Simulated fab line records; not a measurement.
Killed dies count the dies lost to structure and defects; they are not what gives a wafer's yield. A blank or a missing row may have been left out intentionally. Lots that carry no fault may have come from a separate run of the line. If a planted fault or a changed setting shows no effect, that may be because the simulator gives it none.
Which tool is to blame? + flow nand_harc + 36 wafers from 12 lots sampled at 6 of the route's 1159 steps

== WHAT THE GAUGES SHOWED, per wafer ==
NHARC_P_GATE_CD_MEAS_46: the cd target is 720 nm. Usual: cd_nm reads 719.4 nm (standard deviation 1.6).
| lot  | measured     | on        | cd_nm (nm)        | flag |
|------|--------------|-----------|-------------------|------|
| L812 | day 5 12:49  | cd_sem-01 | 718.3 718.8 716.2 |      |
| L810 | day 5 12:35  | cd_sem-03 | 595.4 597.1 597.2 | OFF  |
| L816 | day 6 21:34  | cd_sem-02 | 718.5 719.0 720.5 |      |
| L821 | day 8 11:36  | cd_sem-03 | 721.4 719.7 722.1 |      |
| L822 | day 8 12:13  | cd_sem-02 | 721.3 718.2 719.5 |      |
| L823 | day 9 01:19  | cd_sem-03 | 721.7 720.5 722.2 |      |
| L824 | day 9 01:29  | cd_sem-02 | 721.0 718.9 720.3 |      |
| L827 | day 9 16:54  | cd_sem-03 | 717.8 719.9 718.9 |      |
| L828 | day 9 19:25  | cd_sem-01 | 717.8 717.6 716.8 |      |
| L829 | day 10 05:12 | cd_sem-02 | 717.4 719.9 719.6 |      |
| L831 | day 10 18:53 | cd_sem-02 | 720.2 722.6 721.6 |      |
| L832 | day 10 19:20 | cd_sem-03 | 720.5 720.5 719.0 |      |

NHARC_END_SORT_01. Usual: killed_at_array 26, standard deviation 10; killed_at_other 0.5, standard deviation 0.87; killed_at_periphery 3.0, standard deviation 2.5; killed_dies 29, standard deviation 11; killed_open 3.3, standard deviation 1.9; killed_short 1.8, standard deviation 1.5.
| lot  | measured     | on        | killed_at_array | killed_at_other | killed_at_periphery | killed_dies | killed_open | killed_short | flag |
|------|--------------|-----------|-----------------|-----------------|---------------------|-------------|-------------|--------------|------|
| L810 | day 20 05:08 | prober-01 | 22 40 20        | 1 1 0           | 302 305 297         | 325 346 317 | 1 7 5       | 1 3 1        | OFF  |

== TOOL THAT RAN EACH LOT (tool first, then ch and the chambers of the sampled wafers, then the start) ==
| lot  | NHARC_P_GATE_HM_DEP_102       | NHARC_P_GATE_ETCH_32             | NHARC_P_GATE_EXPOSE_43            | NHARC_P_GATE_DESCUM_48             |
|------|-------------------------------|----------------------------------|-----------------------------------|------------------------------------|
| L812 | acl_dep-02 ch 0, day 4 22:56  | rie_si-02 ch 0,2, day 5 01:20    | krf_scanner-02 ch 0, day 5 12:40  | rie_diel-03 ch 2,3, day 5 13:02    |
| L810 | acl_dep-03 ch 0, day 4 23:03  | rie_si-03 ch 0,2, day 5 01:13    | krf_scanner-03 ch 0, day 5 12:26  | rie_diel-02 ch 0,1, day 5 12:46    |
| L816 | acl_dep-02 ch 0, day 6 08:07  | rie_si-02 ch 0,1, day 6 10:16    | krf_scanner-03 ch 0, day 6 21:25  | rie_diel-02 ch 1,2, day 6 21:44    |
| L821 | acl_dep-02 ch 0, day 7 22:14  | rie_si-03 ch 0,1,3, day 8 00:13  | krf_scanner-01 ch 0, day 8 11:26  | rie_diel-02 ch 0,1,3, day 8 11:46  |
| L822 | acl_dep-03 ch 0, day 7 22:27  | rie_si-02 ch 0,1, day 8 00:26    | krf_scanner-03 ch 0, day 8 12:04  | rie_diel-02 ch 0,1,2, day 8 12:23  |
| L823 | acl_dep-01 ch 0, day 8 11:22  | rie_si-03 ch 0,1,2, day 8 13:41  | krf_scanner-01 ch 0, day 9 01:09  | rie_diel-02 ch 1,2,3, day 9 01:31  |
| L824 | acl_dep-03 ch 0, day 8 11:51  | rie_si-06 ch 0,2,3, day 8 14:04  | krf_scanner-02 ch 0, day 9 01:19  | rie_diel-02 ch 0,2,3, day 9 01:39  |
| L827 | acl_dep-02 ch 0, day 9 03:14  | rie_si-06 ch 0,1,2, day 9 05:31  | krf_scanner-03 ch 0, day 9 16:44  | rie_diel-03 ch 1,2,3, day 9 17:04  |
| L828 | acl_dep-01 ch 0, day 9 03:37  | rie_si-02 ch 0,3, day 9 06:01    | krf_scanner-03 ch 0, day 9 19:16  | rie_diel-03 ch 2,3, day 9 19:35    |
| L829 | acl_dep-01 ch 0, day 9 16:16  | rie_si-03 ch 0,1,2, day 9 18:01  | krf_scanner-03 ch 0, day 10 05:03 | rie_diel-11 ch 0,1,3, day 10 05:22 |
| L831 | acl_dep-01 ch 0, day 10 05:27 | rie_si-03 ch 1,2,3, day 10 07:42 | krf_scanner-03 ch 0, day 10 18:43 | rie_diel-02 ch 1,2,3, day 10 19:05 |
| L832 | acl_dep-01 ch 0, day 10 06:05 | rie_si-02 ch 1,2,3, day 10 08:05 | krf_scanner-03 ch 0, day 10 19:11 | rie_diel-03 ch 1,2,3, day 10 19:31 |
- NHARC_P_GATE_HM_DEP_102: deposits aC, target thk 120 nm.
- NHARC_P_GATE_ETCH_32: etches the open film in HBr/Cl2, target depth 150 nm, time 100.1 s.
- NHARC_P_GATE_EXPOSE_43: exposes mask P NSD, target cd 720 nm.
- NHARC_P_GATE_DESCUM_48: chemistry O2, time 3 s.

== WHAT THE TOOLS THEMSELVES READ (means of the sampled wafers that have a number; where no wafer has one, the mark that the record gives instead) ==
NHARC_P_GATE_HM_DEP_102. Usual: throttle_valve_pct reads 35.000 % (standard deviation 0.0091).
| lot  | tool       | throttle_valve_pct (%) | flag |
|------|------------|------------------------|------|
| L812 | acl_dep-02 | 35.001                 |      |
| L810 | acl_dep-03 | 35.001                 |      |
| L816 | acl_dep-02 | 35.002                 |      |
| L821 | acl_dep-02 | 35.001                 |      |
| L822 | acl_dep-03 | 34.997                 |      |
| L823 | acl_dep-01 | 34.993                 |      |
| L824 | acl_dep-03 | 35.000                 |      |
| L827 | acl_dep-02 | 35.005                 |      |
| L828 | acl_dep-01 | 35.004                 |      |
| L829 | acl_dep-01 | 34.999                 |      |
| L831 | acl_dep-01 | 35.003                 |      |
| L832 | acl_dep-01 | 35.004                 |      |

NHARC_P_GATE_ETCH_32. Usual: chamber_pressure_mTorr 14.999 mTorr, standard deviation 0.014; drypump_motor_current_A 5.9 A, standard deviation 0.42; oes_product_au 0.994 a.u., standard deviation 0.0099; throttle_valve_pct 26.405 %, standard deviation 0.009.
| lot  | tool      | chamber_pressure_mTorr (mTorr) | drypump_motor_current_A (A) | oes_product_au (a.u.) | throttle_valve_pct (%) | flag |
|------|-----------|--------------------------------|-----------------------------|-----------------------|------------------------|------|
| L812 | rie_si-02 | 15.002                         | 5.9                         | 0.994                 | 26.401                 |      |
| L810 | rie_si-03 | 14.992                         | 6.1                         | 1.001                 | 26.412                 |      |
| L816 | rie_si-02 | 15.003                         | 6.0                         | 1.001                 | 26.399                 |      |
| L821 | rie_si-03 | 14.992                         | 5.9                         | 1.000                 | 26.401                 |      |
| L822 | rie_si-02 | 15.001                         | 6.0                         | 0.991                 | 26.405                 |      |
| L823 | rie_si-03 | 14.990                         | 5.9                         | 1.002                 | 26.408                 |      |
| L824 | rie_si-06 | 14.991                         | 6.1                         | 0.989                 | 26.416                 |      |
| L827 | rie_si-06 | 14.999                         | 6.0                         | 0.994                 | 26.399                 |      |
| L828 | rie_si-02 | 14.989                         | 5.6                         | 0.993                 | 26.415                 |      |
| L829 | rie_si-03 | 15.008                         | 5.9                         | 0.994                 | 26.407                 |      |
| L831 | rie_si-03 | 15.002                         | 5.7                         | 0.992                 | 26.398                 |      |
| L832 | rie_si-02 | 14.989                         | 6.2                         | 1.002                 | 26.399                 |      |

NHARC_P_GATE_DESCUM_48. Usual: chamber_pressure_mTorr 60.00 mTorr, standard deviation 0.059; drypump_motor_current_A 5.6 A, standard deviation 0.56; oes_product_au 0.999 a.u., standard deviation 0.0087; rf_vpp_V 57.8 V, standard deviation 0.86; showerhead_plenum_p_Torr 1.93 Torr, standard deviation 0.065; throttle_valve_pct 11.310 %, standard deviation 0.0092.
| lot  | tool        | chamber_pressure_mTorr (mTorr) | drypump_motor_current_A (A) | oes_product_au (a.u.) | rf_vpp_V (V) | showerhead_plenum_p_Torr (Torr) | throttle_valve_pct (%) | flag |
|------|-------------|--------------------------------|-----------------------------|-----------------------|--------------|---------------------------------|------------------------|------|
| L812 | rie_diel-03 | 59.99                          | 6.4                         | 1.003                 | 57.7         | 1.95                            | 11.304                 |      |
| L810 | rie_diel-02 | 60.03                          | 4.9                         | 0.993                 | 58.0         | 1.95                            | 11.309                 |      |
| L816 | rie_diel-02 | 59.92                          | 5.3                         | 0.995                 | 57.3         | 1.90                            | 11.311                 |      |
| L821 | rie_diel-02 | 60.00                          | 5.2                         | 0.994                 | 56.9         | 1.91                            | 11.314                 |      |
| L822 | rie_diel-02 | 59.98                          | 5.1                         | 1.004                 | 57.7         | 1.93                            | 11.319                 |      |
| L823 | rie_diel-02 | 59.99                          | 5.4                         | 0.996                 | 56.9         | 1.88                            | 11.311                 |      |
| L824 | rie_diel-02 | 60.06                          | 5.2                         | 0.992                 | 57.3         | 1.91                            | 11.312                 |      |
| L827 | rie_diel-03 | 60.04                          | 5.7                         | 1.012                 | 58.1         | 1.97                            | 11.314                 |      |
| L828 | rie_diel-03 | 59.97                          | 6.0                         | 1.001                 | 58.9         | 1.99                            | 11.314                 |      |
| L829 | rie_diel-11 | 60.01                          | 6.0                         | 0.991                 | 57.2         | 1.90                            | 11.315                 |      |
| L831 | rie_diel-02 | 60.11                          | 5.5                         | 0.990                 | 56.2         | 1.88                            | 11.308                 |      |
| L832 | rie_diel-03 | 59.98                          | 5.7                         | 0.999                 | 58.3         | 1.97                            | 11.304                 |      |

== THE ANSWER, worked out from the rows above alone ==
Rule: take the mean of a lot's wafers that have a number; if it is more than 3 standard deviations from the usual mean, the lot is off. A lot without any number at a reading at which 4 lots or more have one is off too. The other lots that the step has rows for count as sound. Order of review: gauges by route order, followed by the tools' own readings, for which a lot's mean as printed above is used. At the first step where some lot is off, the reading lying furthest off is the one used; lots without a number count as furthest.
Off: L810, at NHARC_P_GATE_CD_MEAS_46 (cd_nm).
If a tool, at a process step before that reading, ran all the lots that are off and no sound lot after the first of them, it fits. Not tried: the gauges at NHARC_P_GATE_CD_MEAS_46; whatever is off there is also off at NHARC_END_SORT_01, on other tools, and gauge error can't account for it. None of those tried fits.

== WHAT THE SIMULATOR HAD PUT IN ==
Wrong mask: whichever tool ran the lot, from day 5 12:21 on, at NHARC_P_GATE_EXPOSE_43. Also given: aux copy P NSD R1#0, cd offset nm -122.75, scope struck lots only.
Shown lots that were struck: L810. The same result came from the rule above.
